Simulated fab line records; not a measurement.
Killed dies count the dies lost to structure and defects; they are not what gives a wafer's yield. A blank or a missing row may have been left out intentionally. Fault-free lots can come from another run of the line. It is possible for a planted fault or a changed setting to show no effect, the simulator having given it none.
A lot that was struck, set against a sound lot    flow n5-finfet    41 out of 1938 route steps
Sound: wafers L789.1, L789.2, L789.3. Struck: wafer L802.3. (L802.1, L802.5 of the same lot were not struck and are left out.) The cause comes at the end.
At each step with rows: each side's tool, then ch and its chambers, then its first start. Under that, the readings that differ: sound wafers    struck wafers    difference of the means    sigmas: that difference in standard deviations of wafers without a fault.
alike: same words and numbers on both sides, and readings whose means sit less than 2 such deviations apart. not compared: any withheld reading, any reading some wafer has no value for, any bound like >300 that may hide the same value, and any number with overlapping values for which the record gives no deviation.
The two part at a step that has a row with sigmas, a row that says differs or no value, or rows on one side only. Non-overlapping numbers with no deviation appear without sigmas and do not part them. Lack of a reading on every wafer of one side parts them only where that side has two or more wafers.

first, 4 steps without rows for these wafers: N5_BEOL_M1_HM_STRIP_39 (strips TiN in peroxide tin strip, target depth 25 nm, time 158 s); N5_BEOL_M1_SRD_40 (time 30 s); N5_BEOL_M1_PRECLEAN_42 (cleans in residue remover, time 60 s); N5_BEOL_M1_SRD_43 (time 30 s).
N5_BEOL_M1_CD_MEAS_35: target cd 18 nm, target cd y 21 nm.
  sound on cd-sem-01 at day 6 22:56; struck on cd-sem-01 at day 11 04:45
  alike: cd-nm
then, 3 steps without rows for these wafers: N5_BEOL_M1_DEGAS_44 (time 60 s); N5_BEOL_M1_PRE_CLEAN_45 (time 30 s); N5_BEOL_M1_ALD_84 (deposits TaN, pulse time 2 s, purge time 3 s, co reactant purge time 2 s).
N5_BEOL_M1_SURFACE_TREAT_85:
  sound on pvd-sputter-03 at day 7 00:03; struck on pvd-sputter-03 at day 11 05:16
  not compared: throttle-valve-pct
then, 3 steps without rows for these wafers: N5_BEOL_M1_CVD_47 (deposits Co from CCTBA/H2, target thk 3 nm, time 223.8 s); N5_BEOL_M1_SPUTTER_48 (material Cu, target thk 4.5 nm, time 8.29 s); N5_BEOL_M1_ANNEAL_49 (time 240 s).
N5_BEOL_M1_SPUTTER_79: material Cu, target thk 4.5 nm, time 8.29 s.
  sound on pvd-sputter-01 at day 7 00:29; struck on pvd-sputter-02 at day 11 06:56
reading                 sound           struck  difference  sigmas
throttle-valve-pct (%)  29.7 27.9 29.2  32.3    +3.4        +2
  alike: chuck-gas-flow-sccm, susceptor-temp-C
then, 6 steps without rows for these wafers: N5_BEOL_M1_ANNEAL_80 (time 240 s); N5_BEOL_M1_SPUTTER_81 (material Cu, target thk 4.5 nm, time 8.29 s); N5_BEOL_M1_ANNEAL_82 (time 240 s); N5_BEOL_M1_SPUTTER_86 (material Cu, target thk 4.5 nm, time 8.29 s); N5_BEOL_M1_ANNEAL_87 (time 240 s); N5_BEOL_M1_SPUTTER_88 (material Cu, target thk 4.5 nm, time 8.29 s).
N5_BEOL_M1_ANNEAL_89: time 240 s.
  sound on pvd-sputter-01 at day 7 01:14; struck on pvd-sputter-02 at day 11 07:41
  alike: heater-power-w, susceptor-temp-C
then, 4 steps without rows for these wafers: N5_BEOL_M1_SPUTTER_90 (material Cu, target thk 4.5 nm, time 8.29 s); N5_BEOL_M1_ANNEAL_91 (time 240 s); N5_BEOL_M1_SPUTTER_92 (material Cu, target thk 4.5 nm, time 8.29 s); N5_BEOL_M1_ANNEAL_93 (time 240 s).
N5_BEOL_M1_SPUTTER_94: material Cu, target thk 4.5 nm, time 8.29 s.
  sound on pvd-sputter-01 at day 7 01:49; struck on pvd-sputter-02 at day 11 08:16
reading                 sound           struck  difference  sigmas
throttle-valve-pct (%)  29.9 28.1 29.3  32.4    +3.3        +2
  alike: chuck-gas-flow-sccm, susceptor-temp-C
N5_BEOL_M1_ANNEAL_95: time 240 s.
  sound on pvd-sputter-01 at day 7 01:53; struck on pvd-sputter-02 at day 11 08:20
  alike: heater-power-w, susceptor-temp-C
then, 7 steps without rows for these wafers: N5_BEOL_M1_SPUTTER_96 (material Cu, target thk 4.5 nm, time 8.29 s); N5_BEOL_M1_ECD_50 (material Cu, target thk 300 nm); N5_BEOL_M1_ANNEAL_51 (time 90 s); N5_BEOL_M1_CMP_52 (polishes, stops on SiOC, t overpolish 6.8 s, target thk 40 nm); N5_BEOL_M1_PRE_CLEAN_60 (time 15 s); N5_BEOL_M1_CO_CAP_55 (material Co, precursor CCTBA/H2, target thk 2 nm, time 102.1 s); N5_BEOL_M1_PRE_CLEAN_56 (time 15 s).
N5_BEOL_M1_DEP_57: deposits SiCN from 3MS/NH3, target thk 8 nm, time 14 s.
  sound on pecvd-02 ch 0,1,2, day 7 03:01; struck on pecvd-01 ch 2, day 11 09:28
  alike: showerhead-plenum-p-Torr, throttle-valve-pct
N5_BEOL_M1_RS_MEAS_58: the measuring method here is four-point-probe.
  sound on film-metro-02 at day 7 03:05; struck on film-metro-01 at day 11 09:32
  alike: M1_RS
then, 1 step without rows for these wafers: N5_BEOL_M2_ILD_DEP_00 (deposits SiOC from DEMS/O2, target thk 79 nm, time 15.3 s).
N5_BEOL_M2_THK_MEAS_01:
  sound on film-metro-01 at day 7 03:13; struck on film-metro-01 at day 11 09:40
  alike: M2_ILD_THK
then, 3 steps without rows for these wafers: N5_BEOL_M2_PECVD_72 (deposits SiO2 from TEOS/O2, target thk 16 nm, time 18 s); N5_BEOL_M2_HM_DEP_02 (deposits TiN, target thk 20 nm); N5_BEOL_M2_COAT_61 (time 60 s, resist thk 60 nm).
-- the record jumps here: 8 days lie between the struck wafers' starts before and after (it left off in module BEOL_M2 and takes up again in module PASSIVATION, whose first step shown is number 1936 of the route) --
N5_PASSIVATION_PROBE_49:
  only the struck wafers here have rows in the record (prober-01, day 19 19:16); the sound ones have none

WHERE THEY PART
Last at N5_PASSIVATION_PROBE_49 as far as this record goes, first at N5_BEOL_M1_SPUTTER_79.

WHY: what had been put in by the simulator
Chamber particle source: pvd-sputter-02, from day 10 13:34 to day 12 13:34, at N5_BEOL_M1_SPUTTER_79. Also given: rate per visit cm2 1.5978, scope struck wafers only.
